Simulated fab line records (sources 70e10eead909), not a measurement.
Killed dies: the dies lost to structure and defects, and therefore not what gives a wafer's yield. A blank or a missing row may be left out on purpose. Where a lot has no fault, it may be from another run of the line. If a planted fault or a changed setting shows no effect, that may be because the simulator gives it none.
Which tool is to blame? || flow nand-harc || 11 lots, 33 wafers sampled, at 5 steps of a route of 1302

## WHAT EACH GAUGE READ, for each wafer
NHARC_END_SORT_01.
{"lot": "L333", "measured": "day 30 12:15", "on": "prober-02", "killed-at-array": "259 59 47"}
{"lot": "L334", "measured": "day 32 01:20", "on": "prober-01", "killed-at-array": "47 267 44"}
{"lot": "L335", "measured": "day 31 22:51", "on": "prober-02", "killed-at-array": "194 44 54"}

## TOOL THAT RAN EACH LOT (tool first, then ch and the chambers of the sampled wafers, then the start)
{"lot": "L321", "NHARC_A_STAIRCASE_TRIM_187": "rie-diel-09 ch 1,2,3, day 16 19:40", "NHARC_A_STAIRCASE_ETCH_192": "rie-diel-09 ch 0,1,2, day 16 21:20 or earlier", "NHARC_A_STAIRCASE_ETCH_197": "rie-diel-09 ch 1,2, day 16 21:20", "NHARC_A_STAIRCASE_TRIM_202": "rie-diel-09 ch 0,1,3, no start"}
{"lot": "L323", "NHARC_A_STAIRCASE_TRIM_187": "rie-diel-13 ch 0,1, day 18 01:26", "NHARC_A_STAIRCASE_ETCH_192": "rie-diel-13 ch 0,2, day 18 02:39 or earlier", "NHARC_A_STAIRCASE_ETCH_197": "rie-diel-13 ch 0,2, day 18 02:39", "NHARC_A_STAIRCASE_TRIM_202": "rie-diel-13 ch 2,3, no start"}
{"lot": "L324", "NHARC_A_STAIRCASE_TRIM_187": "rie-diel-12 ch 0,1,2, day 18 02:44", "NHARC_A_STAIRCASE_ETCH_192": "rie-diel-12 ch 0,2,3, day 18 03:56 or earlier", "NHARC_A_STAIRCASE_ETCH_197": "rie-diel-13 ch 0,2,3, day 18 03:56", "NHARC_A_STAIRCASE_TRIM_202": "rie-diel-13 ch 0,2, no start"}
{"lot": "L325", "NHARC_A_STAIRCASE_TRIM_187": "rie-diel-13 ch 0,2,3, day 19 01:38", "NHARC_A_STAIRCASE_ETCH_192": "rie-diel-13 ch 1,2, day 19 02:50 or earlier", "NHARC_A_STAIRCASE_ETCH_197": "rie-diel-09 ch 2,3, day 19 02:50", "NHARC_A_STAIRCASE_TRIM_202": "rie-diel-09 ch 1,3, no start"}
{"lot": "L327", "NHARC_A_STAIRCASE_TRIM_187": "rie-diel-12 ch 0,3, day 19 13:50", "NHARC_A_STAIRCASE_ETCH_192": "rie-diel-13 ch 0,1,3, day 19 14:26", "NHARC_A_STAIRCASE_ETCH_197": "rie-diel-09 ch 2,3, day 19 15:04", "NHARC_A_STAIRCASE_TRIM_202": "rie-diel-09 ch 0,2,3, no start"}
{"lot": "L333", "NHARC_A_STAIRCASE_TRIM_187": "rie-diel-12 ch 0,1,2, day 22 07:27", "NHARC_A_STAIRCASE_ETCH_192": "rie-diel-12 ch 0,1,3, day 22 08:40 or earlier", "NHARC_A_STAIRCASE_ETCH_197": "rie-diel-09 ch 1,2,3, day 22 08:40", "NHARC_A_STAIRCASE_TRIM_202": "rie-diel-09 ch 1,2,3, day 30 12:15 or earlier"}
{"lot": "L334", "NHARC_A_STAIRCASE_TRIM_187": "rie-diel-09 ch 1,2,3, day 23 03:49", "NHARC_A_STAIRCASE_ETCH_192": "rie-diel-09 ch 0,3, day 23 05:01 or earlier", "NHARC_A_STAIRCASE_ETCH_197": "rie-diel-09 ch 2,3, day 23 05:01", "NHARC_A_STAIRCASE_TRIM_202": "rie-diel-09 ch 0,1,2, day 32 01:20 or earlier"}
{"lot": "L335", "NHARC_A_STAIRCASE_TRIM_187": "rie-diel-12 ch 0,1,2, day 23 04:47", "NHARC_A_STAIRCASE_ETCH_192": "rie-diel-12 ch 0,1,2, day 23 06:12 or earlier", "NHARC_A_STAIRCASE_ETCH_197": "rie-diel-09 ch 0,1,3, day 23 06:12", "NHARC_A_STAIRCASE_TRIM_202": "rie-diel-09 ch 0,2,3, day 31 22:51 or earlier"}
{"lot": "L336", "NHARC_A_STAIRCASE_TRIM_187": "rie-diel-13 ch 0,1,2, day 23 16:14", "NHARC_A_STAIRCASE_ETCH_192": "rie-diel-13 ch 0,1, day 23 17:28 or earlier", "NHARC_A_STAIRCASE_ETCH_197": "rie-diel-13 ch 0,1,3, day 23 17:28", "NHARC_A_STAIRCASE_TRIM_202": "rie-diel-13 ch 0,3, no start"}
{"lot": "L339", "NHARC_A_STAIRCASE_TRIM_187": "rie-diel-12 ch 1,2,3, day 24 08:47", "NHARC_A_STAIRCASE_ETCH_192": "rie-diel-12 ch 0,3, day 24 10:07 or earlier", "NHARC_A_STAIRCASE_ETCH_197": "rie-diel-12 ch 1,2, day 24 10:07", "NHARC_A_STAIRCASE_TRIM_202": "rie-diel-12 ch 0,3, no start"}
{"lot": "L337", "NHARC_A_STAIRCASE_TRIM_187": "rie-diel-13 ch 1,2,3, day 24 20:19", "NHARC_A_STAIRCASE_ETCH_192": "rie-diel-13 ch 0,1,2, day 24 21:31 or earlier", "NHARC_A_STAIRCASE_ETCH_197": "rie-diel-13 ch 0,1,2, day 24 21:31", "NHARC_A_STAIRCASE_TRIM_202": "rie-diel-13 ch 0,1,3, no start"}
- NHARC_A_STAIRCASE_TRIM_187: chemistry O2, time 211.2 s.
- NHARC_A_STAIRCASE_ETCH_192: etches the open film in C4F8/O2, target depth 100 nm, time 40.5 s.
- NHARC_A_STAIRCASE_ETCH_197: etches the open film in C4F8/O2, target depth 100 nm, time 40.5 s.
- NHARC_A_STAIRCASE_TRIM_202: chemistry O2, time 211.2 s.

## THE ANSWER, worked out from the rows above alone
Rule: the usual values come from the lots themselves. The widest of any qualifying gaps counts: lots, ordered by their means at a reading, are off when they make up no more than a third of the lots, leave a main group of 4 or more, and stand apart from it by 3 or more times the standard deviation of that group's means. Not used: any main group whose means are identical at the precision the tables above print for the reading. A lot without any number at a reading at which 4 lots or more have one is off too. All remaining lots with rows at the step are treated as sound.
No lot is off on any of the readings shown, so nothing can be concluded from this.

## WHAT HAD BEEN PUT IN BY THE SIMULATOR
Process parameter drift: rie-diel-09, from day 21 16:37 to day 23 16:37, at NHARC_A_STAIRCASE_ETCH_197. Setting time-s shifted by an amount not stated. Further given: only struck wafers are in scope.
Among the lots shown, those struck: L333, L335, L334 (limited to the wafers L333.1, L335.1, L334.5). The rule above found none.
